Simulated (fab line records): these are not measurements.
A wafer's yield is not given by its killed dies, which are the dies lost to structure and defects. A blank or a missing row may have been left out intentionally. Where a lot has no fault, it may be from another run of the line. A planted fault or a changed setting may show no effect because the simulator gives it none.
Chamber matching :: flow n5-finfet :: N5_STI_FIN_REVEAL_ETCHBACK_08 on rie-diel-05: 4 sister chambers
The step etches SiO2 in C4F6/O2, target depth 30.5 nm, time 10.167 s. 8 wafers are shown with their chamber, then 8 later ones without.

WAFERS WITH THEIR CHAMBER
wafer: L079.3
chamber: 1
showerhead-plenum-p-Torr (Torr): 2.72
rf-vpp-V (V): 675

wafer: L080.5
chamber: 2
showerhead-plenum-p-Torr (Torr): 2.71
rf-vpp-V (V): 645

wafer: L081.1
chamber: 0
showerhead-plenum-p-Torr (Torr): 3.00
rf-vpp-V (V): 673

wafer: L081.5
chamber: 3
showerhead-plenum-p-Torr (Torr): 2.82
rf-vpp-V (V): 674

wafer: L083.2
chamber: 2
showerhead-plenum-p-Torr (Torr): 2.71
rf-vpp-V (V): 644

wafer: L083.3
chamber: 3
showerhead-plenum-p-Torr (Torr): 2.82
rf-vpp-V (V): 675

wafer: L083.5
chamber: 0
showerhead-plenum-p-Torr (Torr): 2.99
rf-vpp-V (V): 671

wafer: L085.3
chamber: 1
showerhead-plenum-p-Torr (Torr): 2.71
rf-vpp-V (V): 674

WAFERS WHOSE CHAMBER IS MISSING
wafer: L085.4
showerhead-plenum-p-Torr (Torr): 2.99
rf-vpp-V (V): 672

wafer: L085.6
showerhead-plenum-p-Torr (Torr): 2.82
rf-vpp-V (V): 672

wafer: L088.3
showerhead-plenum-p-Torr (Torr): 2.81
rf-vpp-V (V): 675

wafer: L088.4
showerhead-plenum-p-Torr (Torr): 2.71
rf-vpp-V (V): 675

wafer: L088.6
showerhead-plenum-p-Torr (Torr): 2.81
rf-vpp-V (V): 673

wafer: L090.2
showerhead-plenum-p-Torr (Torr): 2.99
rf-vpp-V (V): 671

wafer: L090.4
showerhead-plenum-p-Torr (Torr): 3.05
rf-vpp-V (V): 657

wafer: L090.6
showerhead-plenum-p-Torr (Torr): 3.05
rf-vpp-V (V): 657

CHAMBER TAKEN BY EACH
wafer: L085.4
from the rows above: 0
in truth: 0

wafer: L085.6
from the rows above: 3
in truth: 3

wafer: L088.3
from the rows above: 3
in truth: 3

wafer: L088.4
from the rows above: 1
in truth: 1

wafer: L088.6
from the rows above: 3
in truth: 3

wafer: L090.2
from the rows above: 0
in truth: 0

wafer: L090.4
from the rows above: 0
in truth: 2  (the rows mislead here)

wafer: L090.6
from the rows above: 0
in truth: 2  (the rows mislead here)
6 of 8 placed correctly. From these rows, 0 cannot be placed. Placed wrongly: 2.
How it was worked out, from the rows above alone: a wafer's distance from a chamber is the root of the sum, over the readings, of the square of ((its reading less the chamber's mean) divided by the reading's scatter). The wafer belongs to the nearest chamber; if the next one is less than 2 further off, it can't be placed. The mean given for a chamber averages the wafers shown for that chamber. The scatter: take each reading less its chamber's mean, square it, sum over the shown wafers, divide by the number of wafers less the number of chambers, and take the root.
